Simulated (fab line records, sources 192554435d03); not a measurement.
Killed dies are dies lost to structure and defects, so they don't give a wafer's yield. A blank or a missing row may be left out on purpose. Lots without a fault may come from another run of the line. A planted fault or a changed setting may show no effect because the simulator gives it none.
One fault seen from 2 desks | flow n5_finfet | each desk has only its own numbers; what lay behind them comes last

THE TOOL OWNER'S DESK: pecvd-03
The tool's own readings at N5_BEOL_M0_SAQP_ILD_DEP_01 (deposits SiOC from DEMS/O2, target thk 45.419 nm, time 8.7 s): means of the sampled wafers that have a number, for each lot that ran on this tool. A lot is out of limits, marked OUT, if its mean lies more than 4 standard deviations from the usual mean; the brackets give that distance.
Columns: A = heater_power_w at N5_BEOL_M0_SAQP_ILD_DEP_01, usual 531 W; B = showerhead_plenum_p_Torr at N5_BEOL_M0_SAQP_ILD_DEP_01, usual 5.689 Torr; C = throttle_valve_pct at N5_BEOL_M0_SAQP_ILD_DEP_01, usual 11.6 %
lot  | first seen here | A   | B     | C
L745 | day 8 17:47     | 573 | 5.685 | 11.9
L746 | day 9 02:13     | 621 | 5.677 | 11.6
L748 | day 9 10:50     | 535 | 5.699 | 12.3
This desk's finding: nothing out of limits on any of the 3 lots.

THE METROLOGY DESK
What the gauges read, lot by lot, whatever tool the lot ran on: means of the sampled wafers that have a number. A lot is out of limits, marked OUT, if its mean lies more than 4 standard deviations from the usual mean; the brackets give that distance. Of its 10 readings 7 are shown: those that lie furthest out on some lot.
Columns: A = DIBL_N at N5_BEOL_M4_RC_MEAS_101, usual 35.7 mV/V; B = DIBL_P at N5_BEOL_M4_RC_MEAS_101, usual 35.4 mV/V; C = ION_N at N5_BEOL_M4_RC_MEAS_101, usual 672 uA/um; D = ION_P at N5_BEOL_M4_RC_MEAS_101, usual 461 uA/um; E = SS_N at N5_BEOL_M4_RC_MEAS_101, usual 71.4 mV/dec; F = VT_N at N5_BEOL_M4_RC_MEAS_101, usual 251 mV; G = VT_P at N5_BEOL_M4_RC_MEAS_101, usual -251 mV
lot  | first seen here | A    | B    | C   | D   | E    | F   | G
L745 | day 11 01:29    | 35.9 | 35.6 | 666 | 454 | 71.4 | 253 | -254
L746 | day 11 20:44    | 36.5 | 36.3 | 668 | 459 | 72.3 | 250 | -250
L748 | day 11 21:58    | 35.9 | 35.2 | 665 | 457 | 71.5 | 251 | -251
L751 | day 12 11:35    | 36.1 | 35.6 | 681 | 465 | 71.4 | 250 | -250
This desk's finding: nothing out of limits on any of the 4 lots.

PUT TOGETHER
The tool owner's desk saw nothing out of limits.
The metrology desk saw nothing out of limits.

WHAT THE SIMULATOR HAD PUT IN
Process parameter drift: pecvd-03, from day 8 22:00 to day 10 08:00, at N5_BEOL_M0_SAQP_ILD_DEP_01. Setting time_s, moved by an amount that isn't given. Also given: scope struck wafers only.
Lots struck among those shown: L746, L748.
